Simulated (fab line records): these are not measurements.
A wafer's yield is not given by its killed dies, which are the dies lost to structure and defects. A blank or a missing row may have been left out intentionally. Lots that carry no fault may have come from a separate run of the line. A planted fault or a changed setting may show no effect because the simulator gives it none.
Check of tool commonality ; flow n5_finfet ; Lots sampled 11, wafers sampled 30

REASON IT WAS OPENED
On 1 of the 11 lots, a flag is raised at N5_BEOL_M7_CD_MEAS_28 on the reading cd_nm. Fault-free wafers read 39.92 nm, with a standard deviation of 0.26.
Rule: a lot is flagged when every wafer of it that has a number lies more than 4 standard deviations from that mean, or none has a number. The other lots count as sound.

lot;measured;on;cd_nm (nm), wafer by wafer;flag
L197;day 8 17:53;cd_sem-03;39.51 40.39 40.10;
L198;day 8 17:58;cd_sem-02;40.01 39.80;
L199;day 9 12:20;cd_sem-02;39.98 40.41 40.07;
L200;day 9 21:05;cd_sem-02;39.94 39.80 39.99;
L202;day 10 01:00;cd_sem-03;39.95 39.71 39.90;
L203;day 10 11:16;cd_sem-01;40.03 39.85;
L204;day 10 19:31;cd_sem-02;39.88 40.22;
L206;day 10 19:59;cd_sem-02;39.27 39.62 40.14;
L207;day 11 08:31;cd_sem-01;39.42 39.82 39.90;
L216;day 13 08:02;cd_sem-01;33.44 30.81 31.82;FLAGGED
L218;day 14 07:51;cd_sem-03;39.83 39.43 39.98;
On average the flagged lots' numbers are 32.02 nm, which is -7.90 nm against the usual, or -30 standard deviations.

WHICH TOOL EACH LOT WENT THROUGH
The record keeps 1 process step preceding the reading, out of 1938 steps on the route. Every cell lists first the tool, next ch and the chambers used by the sampled wafers, and last the start.
lot;flag;N5_BEOL_M7_EXPOSE_25
L197;;euv_scanner-02 ch 0, day 8 17:46
L198;;euv_scanner-02 ch 0, day 8 17:50
L199;;euv_scanner-02 ch 0, day 9 12:13
L200;;euv_scanner-02 ch 0, day 9 20:58
L202;;euv_scanner-02 ch 0, day 10 00:52
L203;;euv_scanner-01 ch 0, day 10 11:10
L204;;euv_scanner-02 ch 0, day 10 19:23
L206;;euv_scanner-02 ch 0, day 10 19:52
L207;;euv_scanner-01 ch 0, day 11 08:23
L216;FLAGGED;euv_scanner-01 ch 0, day 13 07:55
L218;;euv_scanner-02 ch 0, day 14 07:44
What the steps here do:
- N5_BEOL_M7_EXPOSE_25: exposes mask V6, target cd 40 nm.
- N5_BEOL_M7_CD_MEAS_28: target cd 40 nm.

FLAGGED OVER TOTAL, TOOL BY TOOL (the gauges that took the reading come last)
step;tool;lots run;flagged;share of the flagged lots;sound lots run after its first flagged lot
N5_BEOL_M7_EXPOSE_25;euv_scanner-01;3;1;all;0
N5_BEOL_M7_EXPOSE_25;euv_scanner-02;8;0;none;-
N5_BEOL_M7_CD_MEAS_28;cd_sem-01;3;1;all;0
N5_BEOL_M7_CD_MEAS_28;cd_sem-02;5;0;none;-
N5_BEOL_M7_CD_MEAS_28;cd_sem-03;3;0;none;-

WHAT THE TABLE ALLOWS
In 2 table rows, all flagged lots were run: euv_scanner-01 (N5_BEOL_M7_EXPOSE_25), cd_sem-01 (N5_BEOL_M7_CD_MEAS_28).
- euv_scanner-01 at N5_BEOL_M7_EXPOSE_25 ran 3 lots, 1 of them flagged. A fault beginning between L207 (day 11 08:23), its last sound lot, and L216 (day 13 07:55), its first flagged one, fits the data. Its own readings (exposure_dose_mJ_cm2) fall more than 4 standard deviations out on all wafers of the flagged lots.
- cd_sem-01 at N5_BEOL_M7_CD_MEAS_28 ran 3 lots, 1 of them flagged. A fault beginning between L207 (day 11 08:31), its last sound lot, and L216 (day 13 08:02), its first flagged one, fits the data.
Because each of these 2 tools fits a fault that began at some hour, counting lots does not separate them. More lots, or a look at what each step does to the wafer, might.

WHAT THE SIMULATOR HAD INSERTED
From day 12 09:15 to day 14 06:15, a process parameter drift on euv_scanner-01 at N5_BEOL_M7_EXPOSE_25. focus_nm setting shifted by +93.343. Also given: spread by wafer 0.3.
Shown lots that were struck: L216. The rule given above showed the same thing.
